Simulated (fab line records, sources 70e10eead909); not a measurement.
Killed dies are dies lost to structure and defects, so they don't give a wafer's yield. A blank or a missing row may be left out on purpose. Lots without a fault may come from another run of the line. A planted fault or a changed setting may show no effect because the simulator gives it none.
Chamber matching | flow nand_harc | NHARC_P_CONTACT_CMP_01 on cmp-02: 4 sister chambers
The step polishes SiO2, target thk 200 nm. 4 wafers are shown with their chamber, then 12 later ones without.

WAFERS WITH THEIR CHAMBER
wafer  | chamber | motor_current_A (A)
L084.6 | 3       | 11.4
L086.5 | 0       | 13.3
L087.5 | 1       | 10.9
L087.6 | 2       | 11.8

WAFERS WITHOUT THEIR CHAMBER
wafer  | motor_current_A (A)
L089.1 | 13.4
L089.2 | 11.3
L089.4 | 11.8
L092.1 | 11.6
L092.3 | 10.4
L092.4 | 13.3
L096.2 | 11.1
L096.3 | 11.6
L096.6 | 10.7
L097.3 | 10.6
L097.5 | 12.0
L097.6 | 10.8

WHICH CHAMBER EACH WENT THROUGH
wafer  | from the rows above          | in truth
L089.1 | 0                            | 0
L089.2 | can't be placed: 3 or 1 or 2 | 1
L089.4 | can't be placed: 2 or 3      | 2
L092.1 | can't be placed: 3 or 2      | 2
L092.3 | 1                            | 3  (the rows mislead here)
L092.4 | 0                            | 0
L096.2 | can't be placed: 1 or 3      | 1
L096.3 | can't be placed: 3 or 2      | 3
L096.6 | 1                            | 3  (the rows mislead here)
L097.3 | 1                            | 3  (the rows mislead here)
L097.5 | can't be placed: 2 or 3      | 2
L097.6 | 1                            | 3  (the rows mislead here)
Placed correctly: 2 of 12. Can't be placed from these rows: 6 (the true chamber is among the candidates in 6). Placed wrongly: 4.
How it was worked out, from the rows above alone: a wafer's distance from a chamber is the root of the sum, over the readings, of the square of ((its reading less the chamber's mean) divided by the reading's scatter). The wafer belongs to the nearest chamber; if the next one is less than 2 further off, it can't be placed. A chamber's mean is the mean of its shown wafers. The scatter: with one shown wafer a chamber, the root of the mean of the squares of how far each hidden wafer lies from its nearest shown one.
